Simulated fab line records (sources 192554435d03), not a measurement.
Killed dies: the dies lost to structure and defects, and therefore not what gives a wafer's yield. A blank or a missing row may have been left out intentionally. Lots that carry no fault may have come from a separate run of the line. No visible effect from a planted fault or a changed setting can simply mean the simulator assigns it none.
fab line records	flow n5-finfet
record: lots: 6	wafers: 18	last-day: 18
route steps=1938 shown BEOL_M12@1644
lots untouched by any fault: they come from a run of this same line in which no faults occurred
start-h: the number of hours between the record's first day and the start of the first shown wafer of the lot	wait-h: hours from the lot's prior step to this one	" the same as in the row above	L1.1+2: a row that stands for several wafers	- no value, or no start was given	* or withheld: withheld	< > ~ a bound
route shown NAME@n: names a module that has steps shown in the file, with the first one's number in the route	usual: mean/standard deviation of fault-free wafers	same: alike in all rows	chamber/n: place in a boat	sites: per-site readings	_std_site: standard deviation across them	_edge_site: mean of outer sites minus mean of inner sites	radius-mm: how far each site lies from the wafer's centre	mask NAME#n: copy n	behind: the tool/chamber that last shaped the wafer	hold: the reason the lot was held/the length of the hold in hours/how it ended	device: which transistor (n, p or np) failed to switch	end of line: the same wafers' tests at the end of the route	a step without rows: its recipe alone	killed: at the first sort, the dies lost to defects and structure; wafer yield is something else	map: dies across one wafer; x = killed, . = not, _ = none there
set.NAME: the setting the step ran with; set.NAME@STEP: the setting that earlier step ran with	model.NAME: the simulator's own value behind a step, which no gauge read
lots seen at some steps along the route; tables by step, rows by wafer
services: from which hour (start-h, from the record's first day; less than 0 if before it) a tool's chamber was out of use, for how many hours, and why
== steps ==
step: N5_BEOL_M12_PRECLEAN_39
recipe: chemistry: residue-remover	time-s: 60	temp-c: 40
step: N5_BEOL_M12_SRD_40
recipe: time-s: 30	temp-c: 23	rinse-liquid: diw	dry: n2-spin	spin-rpm: 1500	dry-time-s: 30
step: N5_BEOL_M12_DEGAS_41
recipe: ambient: vacuum	temp-c: 250	time-s: 60
usual: heater-power-w: 335/32
lot.wafer	tool	chamber	start-h	wait-h	heater-power-w
L146.1	pvd-sputter-01	-	287.70	0.3	353
L146.3	"	-	"	"	291
L146.5	"	-	"	"	397
L148.2	pvd-sputter-01	-	308.27	0.2	364
L148.3	"	-	"	"	298
L148.6	"	-	"	"	297
L152.1	pvd-sputter-03	-	333.77	0.7	329
L152.2	"	-	"	"	351
L152.5	"	-	"	"	301
L154.1	pvd-sputter-03	-	352.76	0.1	347
L154.2	"	-	"	"	333
L154.3	"	-	"	"	296
L156.4	pvd-sputter-02	-	356.94	0.2	366
L156.5	"	-	"	"	349
L156.6	"	-	"	"	361
L162.2	pvd-sputter-01	-	395.55	0.8	299
L162.3	"	-	"	"	364
L162.4	"	-	"	"	297
step: N5_BEOL_M12_PRE_CLEAN_42
recipe: gas: H2/He	time-s: 30	temp-c: 250
usual: heater-power-w: 335/32
lot.wafer	tool	chamber	start-h	wait-h	heater-power-w
L146.1	pvd-sputter-01	-	287.74	0.0	360
L146.3	"	-	"	"	296
L146.5	"	-	"	"	398
L148.2	pvd-sputter-01	-	308.31	0.0	367
L148.3	"	-	"	"	305
L148.6	"	-	"	"	295
L152.1	pvd-sputter-03	-	333.81	0.0	344
L152.2	"	-	"	"	355
L152.5	"	-	"	"	290
L154.1	pvd-sputter-03	-	352.80	0.0	343
L154.2	"	-	"	"	331
L154.3	"	-	"	"	289
L156.4	pvd-sputter-02	-	356.98	0.0	371
L156.5	"	-	"	"	336
L156.6	"	-	"	"	362
L162.2	pvd-sputter-01	-	395.59	0.0	294
L162.3	"	-	"	"	365
L162.4	"	-	"	"	306
step: N5_BEOL_M12_SPUTTER_43
recipe: material: TaN	target-thk-a: 150	temp-c: 50	bias-v: 168.6	power-w: 15000	chamber-pressure-pa: 0.12	time-s: 24.19
step: N5_BEOL_M12_SPUTTER_44
recipe: material: Ta	target-thk-a: 100	temp-c: 50	bias-v: 80	power-w: 15000	chamber-pressure-pa: 0.07	time-s: 16.13
step: N5_BEOL_M12_SPUTTER_45
recipe: material: Cu	target-thk-a: 800	temp-c: -20	bias-v: 60	power-w: 26000	chamber-pressure-pa: 0.13	time-s: 13.33
usual: chuck-sensor-temp-C: -16.0/0.46	throttle-valve-pct: 30.2/0.98
lot.wafer	tool	chamber	start-h	wait-h	chuck-sensor-temp-C	throttle-valve-pct
L146.1	pvd-sputter-01	-	287.94	0.0	-15.6	32.0
L146.3	"	-	"	"	-16.3	29.9
L146.5	"	-	"	"	-16.5	30.1
L148.2	pvd-sputter-01	-	308.51	0.0	-15.5	32.0
L148.3	"	-	"	"	-15.3	30.0
L148.6	"	-	"	"	-15.3	30.3
L152.1	pvd-sputter-03	-	334.01	0.0	-16.5	28.8
L152.2	"	-	"	"	-15.8	31.5
L152.5	"	-	"	"	-15.5	30.3
L154.1	pvd-sputter-03	-	353.00	0.0	-15.8	30.4
L154.2	"	-	"	"	-16.4	28.6
L154.3	"	-	"	"	-15.4	30.4
L156.4	pvd-sputter-02	-	357.18	0.0	-15.4	30.0
L156.5	"	-	"	"	-16.2	31.9
L156.6	"	-	"	"	-15.5	30.1
L162.2	pvd-sputter-01	-	395.79	0.0	-15.1	30.1
L162.3	"	-	"	"	-15.4	31.7
L162.4	"	-	"	"	-16.3	29.6
step: N5_BEOL_M12_ECD_47
recipe: material: Cu	target-thk-a: 7200
step: N5_BEOL_M12_ANNEAL_48
recipe: temp-c: 225	time-s: 90	ambient: N2
usual: wafer_temp_C_max: 225.88/0.22
lot.wafer	tool	chamber	start-h	wait-h	wafer_temp_C_max
L146.1	rtp-anneal-01	0	288.40	0.3	226.07
L146.3	"	0	"	"	225.79
L146.5	"	0	"	"	226.14
L148.2	rtp-anneal-01	0	308.82	0.1	226.15
L148.3	"	0	"	"	225.81
L148.6	"	0	"	"	226.27
L152.1	rtp-anneal-02	0	334.82	0.7	226.19
L152.2	"	0	"	"	225.84
L152.5	"	0	"	"	225.86
L154.1	rtp-anneal-02	0	353.64	0.5	225.81
L154.2	"	0	"	"	225.87
L154.3	"	0	"	"	225.25
L156.4	rtp-anneal-01	0	358.19	0.8	225.99
L156.5	"	0	"	"	225.56
L156.6	"	0	"	"	225.62
L162.2	rtp-anneal-01	0	396.10	0.1	225.66
L162.3	"	0	"	"	225.69
L162.4	"	0	"	"	226.22
step: N5_BEOL_M12_CMP_49
recipe: stop-on: SiOC	t-overpolish-s: 20.6	down-force-psi: 1	platen-rpm: 50	clearing-platen-down-force-psi: 1.5	clearing-platen-rpm: 50	post-cmp-clean: cu-alkaline	target-thk-nm: 320	clearing-platen-pad-velocity-m-s: 0.99484	pad-velocity-m-s: 0.99484
usual: barrier-field-endpoint-s: 30.5/0.71	clearing-platen-down-force-psi: 1.4999/0.0027	motor-current-A: 5.4/0.66	overpolish-run-s: 20.600/0.0091
lot.wafer	tool	chamber	start-h	wait-h	barrier-field-endpoint-s	clearing-platen-down-force-psi	motor-current-A	overpolish-run-s
L146.1	cmp-04	3	288.78	0.3	30.0	1.5044	5.6	20.592
L146.3	"	0	"	"	30.6	1.4936	4.4	20.617
L146.5	"	1	"	"	29.3	1.4985	6.9	20.587
L148.2	cmp-04	3	309.07	0.2	32.0	1.4984	5.4	20.590
L148.3	"	2	"	"	31.6	1.5006	5.3	20.597
L148.6	"	0	"	"	32.3	1.4983	4.7	20.591
L152.2	cmp-03	2	335.14	0.2	30.6	1.4984	5.0	20.601
L152.1	"	0	"	"	30.0	1.4950	5.1	20.596
L152.5	"	2	"	"	30.4	1.4995	5.4	20.604
L154.2	cmp-03	1	354.08	0.3	30.7	1.4998	5.1	20.620
L154.3	"	2	"	"	30.0	1.5014	5.3	20.599
L154.1	"	3	"	"	30.1	1.4954	6.0	20.586
L156.4	cmp-02	0	358.46	0.2	30.2	1.4955	6.6	20.606
L156.5	"	1	"	"	29.7	1.5011	5.6	20.593
L156.6	"	2	"	"	30.0	1.5004	4.6	20.610
L162.2	cmp-04	3	396.35	0.2	30.4	1.4985	5.5	20.596
L162.3	"	1	"	"	30.2	1.4985	6.6	20.580
L162.4	"	2	"	"	30.0	1.4980	5.1	20.586
step: N5_BEOL_M12_THK_MEAS_50
recipe: thk-meas-gauge: xrf	reads: Cu_of_BEOL_M12_ECD_47
usual: M12_THK: 322/6.8
lot.wafer	tool	chamber	start-h	wait-h	M12_THK[nm]
L146.1	film-metro-02	-	289.00	-	313
L146.3	"	-	"	"	309
L146.5	"	-	"	"	313
L148.2	film-metro-01	-	309.37	-	324
L148.3	"	-	"	"	323
L148.6	"	-	"	"	317
L152.1	film-metro-02	-	335.43	-	312
L152.2	"	-	"	"	317
L152.5	"	-	"	"	315
L154.1	film-metro-02	-	354.38	-	331
L154.2	"	-	"	"	322
L154.3	"	-	"	"	323
L156.4	film-metro-01	-	358.64	-	325
L156.5	"	-	"	"	325
L156.6	"	-	"	"	319
L162.2	film-metro-01	-	396.64	-	322
L162.3	"	-	"	"	320
L162.4	"	-	"	"	322
step: N5_BEOL_M12_PRE_CLEAN_52
recipe: gas: NH3	time-s: 15	temp-c: withheld	rf-power-w: 300
step: N5_BEOL_M12_DEP_53
recipe: material: SiCN	target-thk-a: 300	temp-c: withheld	precursor: 3MS/NH3	pressure-torr: 3	rf-w: 675	time-s: 10.5
usual: showerhead-plenum-p-Torr: 4.168/0.022	throttle-valve-pct: 17.6/0.68
lot.wafer	tool	chamber	start-h	wait-h	showerhead-plenum-p-Torr	throttle-valve-pct	model.SiCN_of_BEOL_M12_DEP_53.thk-nm
L146.1	pecvd-04	2	289.06	0.0	4.153	17.8	34
L146.3	"	0	"	"	4.201	18.8	33.4
L146.5	"	2	"	"	4.148	17.6	34.6
L148.2	pecvd-04	0	309.43	0.0	4.201	18.6	29.4
L148.3	"	2	"	"	4.162	17.4	33.8
L148.6	"	0	"	"	4.190	18.2	30.2
L152.1	pecvd-01	2	335.49	0.0	4.172	16.4	29.2
L152.2	"	0	"	"	4.184	18.1	29.8
L152.5	"	0	"	"	4.197	18.3	30
L154.1	pecvd-01	0	354.44	0.0	4.191	18.1	30
L154.2	"	1	"	"	4.140	17.5	29.6
L154.3	"	2	"	"	4.165	16.7	30.2
L156.4	pecvd-01	2	358.72	0.0	4.197	16.7	30.8
L156.5	"	1	"	"	4.144	17.6	30.6
L156.6	"	0	"	"	4.180	18.1	31.2
L162.2	pecvd-04	0	396.71	0.0	4.198	18.1	29.6
L162.3	"	1	"	"	4.172	16.9	29.6
L162.4	"	2	"	"	4.150	18.0	30.8
step: N5_BEOL_M12_RS_MEAS_54
recipe: thk-meas-gauge: four-point-probe	reads: Cu_of_BEOL_M12_ECD_47+Ta_of_BEOL_M12_SPUTTER_44+TaN_of_BEOL_M12_SPUTTER_43
usual: M12_RS: 0.0603/0.0012
lot.wafer	tool	chamber	start-h	wait-h	M12_RS[ohm/sq]
L146.1	film-metro-02	-	289.13	0.0	0.0616
L146.3	"	-	"	"	0.0621
L146.5	"	-	"	"	0.0615
L148.2	film-metro-02	-	309.49	0.0	0.0601
L148.3	"	-	"	"	0.0605
L148.6	"	-	"	"	0.0616
L152.1	film-metro-02	-	335.55	0.0	0.0621
L152.2	"	-	"	"	0.0611
L152.5	"	-	"	"	0.0613
L154.1	film-metro-02	-	354.50	0.0	0.0588
L154.2	"	-	"	"	0.0605
L154.3	"	-	"	"	0.0603
L156.4	film-metro-01	-	358.77	0.0	0.0595
L156.5	"	-	"	"	0.0593
L156.6	"	-	"	"	0.0607
L162.2	film-metro-01	-	396.77	0.0	0.0604
L162.3	"	-	"	"	0.0606
L162.4	"	-	"	"	0.0602
== services ==
tool	chamber	start-h	hours	kind
pecvd-04	2	265.94	2.1	scheduled-down
cmp-02	-	270.49	3.3	repair
cmp-02	-	281.52	4.0	pm
pecvd-04	0	281.77	3.5	repair
cmp-02	-	285.52	-	consumable-replace:conditioner
cmp-02	-	285.52	-	consumable-replace:pad
pecvd-04	-	299.57	1.2	repair
rtp-anneal-01	-	323.25	10.9	pm
cmp-04	-	339.29	33.9	repair
cmp-03	-	356.08	2.3	repair
pecvd-04	-	366.38	0.9	repair
cmp-04	-	375.51	4.0	pm
cmp-04	-	379.51	-	consumable-replace:conditioner
cmp-04	-	379.51	-	consumable-replace:pad
cmp-04	-	389.29	0.5	repair
pvd-sputter-03	-	393.82	0.9	repair
== key ==
first-sign none at tools or gauges
model-effect: step: N5_BEOL_M12_DEP_53	value: SiCN_of_BEOL_M12_DEP_53.thk-nm	without: 29.95	struck: 33.95
met-at N5_BEOL_M12_DEP_53
struck-wafers L146.1,L146.3,L146.5,L148.3
fault: kind: process-parameter-drift	tool: pecvd-04	chamber: -	onset-h: 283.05	steps: N5_BEOL_M12_DEP_53	channel: time-s	offset: *	shape: step	end-h: 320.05	scope: struck-wafers-only	acts-in: *	stated: *
